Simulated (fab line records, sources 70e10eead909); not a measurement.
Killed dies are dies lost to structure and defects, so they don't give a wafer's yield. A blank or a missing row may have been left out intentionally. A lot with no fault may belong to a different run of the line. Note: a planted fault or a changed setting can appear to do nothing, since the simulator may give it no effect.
Which of the tools did it? || flow nandHarc || 12 lots with 36 wafers sampled at 4 steps, on a route of 1302 steps

== WHAT THE GAUGES READ, wafer by wafer ==
NHARC_A_M0_CD_MEAS_09 targets a cd of 80 nm. Usual: cdNm 80.5 nm, standard deviation 0.65.
{"lot": "L269", "measured": "day 22 21:35", "on": "cdSem-01", "cdNm (nm)": "82.0 80.6 80.9", "flag": ""}
{"lot": "L270", "measured": "day 23 03:38", "on": "cdSem-03", "cdNm (nm)": "80.2 79.9 80.6", "flag": ""}
{"lot": "L271", "measured": "day 23 04:40", "on": "cdSem-03", "cdNm (nm)": "80.3 80.4 80.8", "flag": ""}
{"lot": "L272", "measured": "day 23 17:32", "on": "cdSem-01", "cdNm (nm)": "80.9 79.4 81.1", "flag": ""}
{"lot": "L273", "measured": "day 24 04:04", "on": "cdSem-01", "cdNm (nm)": "80.0 79.5 79.7", "flag": ""}
{"lot": "L274", "measured": "day 24 10:55", "on": "cdSem-02", "cdNm (nm)": "66.3 66.9 66.7", "flag": "OFF"}
{"lot": "L275", "measured": "day 25 03:44", "on": "cdSem-03", "cdNm (nm)": "70.2 69.7 70.5", "flag": "OFF"}
{"lot": "L276", "measured": "day 25 21:05", "on": "cdSem-03", "cdNm (nm)": "79.5 81.0 80.6", "flag": ""}
{"lot": "L284", "measured": "day 28 06:06", "on": "cdSem-03", "cdNm (nm)": "80.9 80.2 80.5", "flag": ""}
{"lot": "L286", "measured": "day 29 06:31", "on": "cdSem-02", "cdNm (nm)": "80.8 80.7 80.7", "flag": ""}
{"lot": "L289", "measured": "day 30 12:22", "on": "cdSem-01", "cdNm (nm)": "81.1 81.3 79.5", "flag": ""}
{"lot": "L291", "measured": "day 31 06:44", "on": "cdSem-03", "cdNm (nm)": "81.1 79.4 79.7", "flag": ""}

== WHAT TOOL EACH LOT RAN ON (gives the tool, then ch and the chambers of the sampled wafers, and finally the start) ==
{"lot": "L269", "NHARC_A_BLC_STRIP_21": "rieDiel-11 ch 0,2,3, day 22 18:51", "NHARC_A_BLC_CMP_25": "cmp-01 ch 0,2,3, day 22 20:17", "NHARC_A_M0_EXPOSE_06": "arfiScanner-03 ch 0, day 22 21:26"}
{"lot": "L270", "NHARC_A_BLC_STRIP_21": "rieDiel-07 ch 1,2, day 23 00:56", "NHARC_A_BLC_CMP_25": "cmp-04 ch 1,2,3, day 23 02:22", "NHARC_A_M0_EXPOSE_06": "arfiScanner-01 ch 0, day 23 03:29"}
{"lot": "L271", "NHARC_A_BLC_STRIP_21": "rieDiel-11 ch 0,2,3, day 23 01:57", "NHARC_A_BLC_CMP_25": "cmp-01 ch 0,1,2, day 23 03:22", "NHARC_A_M0_EXPOSE_06": "arfiScanner-02 ch 0, day 23 04:32"}
{"lot": "L272", "NHARC_A_BLC_STRIP_21": "rieDiel-02 ch 1,2,3, day 23 14:50", "NHARC_A_BLC_CMP_25": "cmp-01 ch 1,2,3, day 23 16:14", "NHARC_A_M0_EXPOSE_06": "arfiScanner-01 ch 0, day 23 17:24"}
{"lot": "L273", "NHARC_A_BLC_STRIP_21": "rieDiel-11 ch 1,3, day 24 01:01", "NHARC_A_BLC_CMP_25": "cmp-02 ch 0,2, day 24 02:47", "NHARC_A_M0_EXPOSE_06": "arfiScanner-02 ch 0, day 24 03:55"}
{"lot": "L274", "NHARC_A_BLC_STRIP_21": "rieDiel-11 ch 0,1,3, day 24 08:19", "NHARC_A_BLC_CMP_25": "cmp-02 ch 0,1,3, day 24 09:44", "NHARC_A_M0_EXPOSE_06": "arfiScanner-02 ch 0, day 24 10:47"}
{"lot": "L275", "NHARC_A_BLC_STRIP_21": "rieDiel-11 ch 0,3, day 25 01:08", "NHARC_A_BLC_CMP_25": "cmp-02 ch 0,2,3, day 25 02:35", "NHARC_A_M0_EXPOSE_06": "arfiScanner-02 ch 0, day 25 03:36"}
{"lot": "L276", "NHARC_A_BLC_STRIP_21": "rieDiel-02 ch 0,3, day 25 18:23", "NHARC_A_BLC_CMP_25": "cmp-04 ch 0,1, day 25 19:49", "NHARC_A_M0_EXPOSE_06": "arfiScanner-01 ch 0, day 25 20:58"}
{"lot": "L284", "NHARC_A_BLC_STRIP_21": "rieDiel-02 ch 0,3, day 28 03:21", "NHARC_A_BLC_CMP_25": "cmp-04 ch 0,2,3, day 28 04:47", "NHARC_A_M0_EXPOSE_06": "arfiScanner-03 ch 0, day 28 05:58"}
{"lot": "L286", "NHARC_A_BLC_STRIP_21": "rieDiel-07 ch 0,1,3, day 29 03:58", "NHARC_A_BLC_CMP_25": "cmp-02 ch 2,3, day 29 05:21", "NHARC_A_M0_EXPOSE_06": "arfiScanner-03 ch 0, day 29 06:23"}
{"lot": "L289", "NHARC_A_BLC_STRIP_21": "rieDiel-02 ch 0,1,3, day 30 09:37", "NHARC_A_BLC_CMP_25": "cmp-01 ch 1,2,3, day 30 11:02", "NHARC_A_M0_EXPOSE_06": "arfiScanner-01 ch 0, day 30 12:13"}
{"lot": "L291", "NHARC_A_BLC_STRIP_21": "rieDiel-11 ch 1,2,3, day 31 04:03", "NHARC_A_BLC_CMP_25": "cmp-04 ch 1,2,3, day 31 05:29", "NHARC_A_M0_EXPOSE_06": "arfiScanner-01 ch 0, day 31 06:36"}
- NHARC_A_BLC_STRIP_21: strips in O2.
- NHARC_A_BLC_CMP_25: polishes, t overpolish 30 s, target thk 150 nm.
- NHARC_A_M0_EXPOSE_06: exposes mask A M0, target cd 80 nm.

== WHAT THE TOOLS THEMSELVES READ (means of the sampled wafers that have a number; where no wafer has one, the mark that the record gives instead) ==
NHARC_A_BLC_STRIP_21. Usual: drypumpMotorCurrentA 5.8 A, standard deviation 0.45; oesProductAu 0.994 a.u., standard deviation 0.012; rfVppV 57.8 V, standard deviation 0.83; showerheadPlenumPTorr 3.52 Torr, standard deviation 0.15; throttleValvePct 17.037 %, standard deviation 0.0088.
{"lot": "L269", "tool": "rieDiel-11", "drypumpMotorCurrentA (A)": 5.6, "oesProductAu (a.u.)": 0.998, "rfVppV (V)": 58.2, "showerheadPlenumPTorr (Torr)": 3.54, "throttleValvePct (%)": 17.037, "flag": ""}
{"lot": "L270", "tool": "rieDiel-07", "drypumpMotorCurrentA (A)": 5.4, "oesProductAu (a.u.)": 1.000, "rfVppV (V)": 58.6, "showerheadPlenumPTorr (Torr)": 3.54, "throttleValvePct (%)": 17.036, "flag": ""}
{"lot": "L271", "tool": "rieDiel-11", "drypumpMotorCurrentA (A)": 5.6, "oesProductAu (a.u.)": 1.003, "rfVppV (V)": 57.9, "showerheadPlenumPTorr (Torr)": 3.54, "throttleValvePct (%)": 17.041, "flag": ""}
{"lot": "L272", "tool": "rieDiel-02", "drypumpMotorCurrentA (A)": 5.7, "oesProductAu (a.u.)": 1.002, "rfVppV (V)": 58.8, "showerheadPlenumPTorr (Torr)": 3.59, "throttleValvePct (%)": 17.034, "flag": ""}
{"lot": "L273", "tool": "rieDiel-11", "drypumpMotorCurrentA (A)": 5.9, "oesProductAu (a.u.)": 0.992, "rfVppV (V)": 57.5, "showerheadPlenumPTorr (Torr)": 3.63, "throttleValvePct (%)": 17.041, "flag": ""}
{"lot": "L274", "tool": "rieDiel-11", "drypumpMotorCurrentA (A)": 5.8, "oesProductAu (a.u.)": 0.983, "rfVppV (V)": 57.6, "showerheadPlenumPTorr (Torr)": 3.50, "throttleValvePct (%)": 17.036, "flag": ""}
{"lot": "L275", "tool": "rieDiel-11", "drypumpMotorCurrentA (A)": 5.4, "oesProductAu (a.u.)": 0.988, "rfVppV (V)": 57.9, "showerheadPlenumPTorr (Torr)": 3.44, "throttleValvePct (%)": 17.025, "flag": ""}
{"lot": "L276", "tool": "rieDiel-02", "drypumpMotorCurrentA (A)": 5.8, "oesProductAu (a.u.)": 0.995, "rfVppV (V)": 57.5, "showerheadPlenumPTorr (Torr)": 3.37, "throttleValvePct (%)": 17.027, "flag": ""}
{"lot": "L284", "tool": "rieDiel-02", "drypumpMotorCurrentA (A)": 5.9, "oesProductAu (a.u.)": 1.000, "rfVppV (V)": 57.5, "showerheadPlenumPTorr (Torr)": 3.42, "throttleValvePct (%)": 17.040, "flag": ""}
{"lot": "L286", "tool": "rieDiel-07", "drypumpMotorCurrentA (A)": 5.4, "oesProductAu (a.u.)": 1.001, "rfVppV (V)": 57.1, "showerheadPlenumPTorr (Torr)": 3.49, "throttleValvePct (%)": 17.045, "flag": ""}
{"lot": "L289", "tool": "rieDiel-02", "drypumpMotorCurrentA (A)": 6.0, "oesProductAu (a.u.)": 1.002, "rfVppV (V)": 57.7, "showerheadPlenumPTorr (Torr)": 3.50, "throttleValvePct (%)": 17.036, "flag": ""}
{"lot": "L291", "tool": "rieDiel-11", "drypumpMotorCurrentA (A)": 6.0, "oesProductAu (a.u.)": 0.988, "rfVppV (V)": 58.5, "showerheadPlenumPTorr (Torr)": 3.59, "throttleValvePct (%)": 17.037, "flag": ""}

NHARC_A_BLC_CMP_25. Usual: motorCurrentA 12.0 A, standard deviation 1.3; overpolishRunS 30.000 s, standard deviation 0.0099; padLifeWafers 185, standard deviation 90; timeToEndpointS 29 s, standard deviation 3.1.
{"lot": "L269", "tool": "cmp-01", "motorCurrentA (A)": 12.3, "overpolishRunS (s)": 29.994, "padLifeWafers": 163, "timeToEndpointS (s)": 30, "flag": ""}
{"lot": "L270", "tool": "cmp-04", "motorCurrentA (A)": 12.4, "overpolishRunS (s)": 29.998, "padLifeWafers": 98, "timeToEndpointS (s)": 27, "flag": ""}
{"lot": "L271", "tool": "cmp-01", "motorCurrentA (A)": 12.1, "overpolishRunS (s)": 29.995, "padLifeWafers": 199, "timeToEndpointS (s)": 29, "flag": ""}
{"lot": "L272", "tool": "cmp-01", "motorCurrentA (A)": 11.4, "overpolishRunS (s)": 30.008, "padLifeWafers": 259, "timeToEndpointS (s)": 29, "flag": ""}
{"lot": "L273", "tool": "cmp-02", "motorCurrentA (A)": 11.8, "overpolishRunS (s)": 30.001, "padLifeWafers": 128, "timeToEndpointS (s)": 32, "flag": ""}
{"lot": "L274", "tool": "cmp-02", "motorCurrentA (A)": 12.4, "overpolishRunS (s)": 30.004, "padLifeWafers": 169, "timeToEndpointS (s)": 32, "flag": ""}
{"lot": "L275", "tool": "cmp-02", "motorCurrentA (A)": 12.1, "overpolishRunS (s)": 29.996, "padLifeWafers": 224, "timeToEndpointS (s)": 31, "flag": ""}
{"lot": "L276", "tool": "cmp-04", "motorCurrentA (A)": 11.0, "overpolishRunS (s)": 30.007, "padLifeWafers": 361, "timeToEndpointS (s)": 28, "flag": ""}
{"lot": "L284", "tool": "cmp-04", "motorCurrentA (A)": 12.2, "overpolishRunS (s)": 30.002, "padLifeWafers": 200, "timeToEndpointS (s)": 29, "flag": ""}
{"lot": "L286", "tool": "cmp-02", "motorCurrentA (A)": 11.5, "overpolishRunS (s)": 30.006, "padLifeWafers": 228, "timeToEndpointS (s)": 31, "flag": ""}
{"lot": "L289", "tool": "cmp-01", "motorCurrentA (A)": 11.2, "overpolishRunS (s)": 29.988, "padLifeWafers": 121, "timeToEndpointS (s)": 30, "flag": ""}
{"lot": "L291", "tool": "cmp-04", "motorCurrentA (A)": 12.4, "overpolishRunS (s)": 29.993, "padLifeWafers": 98, "timeToEndpointS (s)": 25, "flag": ""}

NHARC_A_M0_EXPOSE_06. Usual: exposureDoseMJCm2 83.20, standard deviation 0.082; reticleTempC 22.99 C, standard deviation 0.095.
{"lot": "L269", "tool": "arfiScanner-03", "exposureDoseMJCm2": 83.21, "reticleTempC (C)": 23.00, "flag": ""}
{"lot": "L270", "tool": "arfiScanner-01", "exposureDoseMJCm2": 83.02, "reticleTempC (C)": 22.90, "flag": ""}
{"lot": "L271", "tool": "arfiScanner-02", "exposureDoseMJCm2": 83.24, "reticleTempC (C)": 23.00, "flag": ""}
{"lot": "L272", "tool": "arfiScanner-01", "exposureDoseMJCm2": 83.23, "reticleTempC (C)": 22.96, "flag": ""}
{"lot": "L273", "tool": "arfiScanner-02", "exposureDoseMJCm2": 83.20, "reticleTempC (C)": 23.03, "flag": ""}
{"lot": "L274", "tool": "arfiScanner-02", "exposureDoseMJCm2": 67.63, "reticleTempC (C)": 23.08, "flag": "OFF"}
{"lot": "L275", "tool": "arfiScanner-02", "exposureDoseMJCm2": 70.76, "reticleTempC (C)": 23.04, "flag": "OFF"}
{"lot": "L276", "tool": "arfiScanner-01", "exposureDoseMJCm2": 83.29, "reticleTempC (C)": 22.92, "flag": ""}
{"lot": "L284", "tool": "arfiScanner-03", "exposureDoseMJCm2": 83.18, "reticleTempC (C)": 23.16, "flag": ""}
{"lot": "L286", "tool": "arfiScanner-03", "exposureDoseMJCm2": 83.16, "reticleTempC (C)": 22.91, "flag": ""}
{"lot": "L289", "tool": "arfiScanner-01", "exposureDoseMJCm2": 83.13, "reticleTempC (C)": 22.91, "flag": ""}
{"lot": "L291", "tool": "arfiScanner-01", "exposureDoseMJCm2": 83.27, "reticleTempC (C)": 22.93, "flag": ""}

== THE ANSWER, worked out from the rows above alone ==
Rule: a lot counts as off when the mean over its wafers that have a number is more than 3 standard deviations away from the usual mean. Also off: a lot with no number at a reading for which 4 or more lots have one. Where the step has rows for the other lots, those lots are counted as sound. Order of review: gauges by route order, followed by the tools' own readings, for which a lot's mean as printed above is used. At the first step where some lot is off, the reading lying furthest off is the one used; lots without a number count as furthest.
Off: L274, L275 (NHARC_A_M0_CD_MEAS_09, cdNm).
If a tool, at a process step before that reading, ran all the lots that are off and no sound lot after the first of them, it fits. The gauges at NHARC_A_M0_CD_MEAS_09 aren't tried: what is off there is off at NHARC_A_M0_EXPOSE_06 too, on other tools, and a gauge's error can't cause that. One fits: NHARC_A_M0_EXPOSE_06 on arfiScanner-02. A fault onset in the window from L273 (day 24 03:55, its last sound lot) to L274 (day 24 10:47, its first lot off) fits.
On the lots that are off, the tool's own readings at NHARC_A_M0_EXPOSE_06 differ by more than 5 times the standard deviation of the sound lots' means, which bears it out; exposureDoseMJCm2 reads 69.19 there versus 83.19 on the sound lots.

== WHAT HAD BEEN PUT IN BY THE SIMULATOR ==
Drift in process parameters on arfiScanner-02 at NHARC_A_M0_EXPOSE_06, starting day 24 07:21. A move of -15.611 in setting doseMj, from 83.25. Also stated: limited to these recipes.
Shown lots that were struck: L274, L275. The same result came from the rule above.
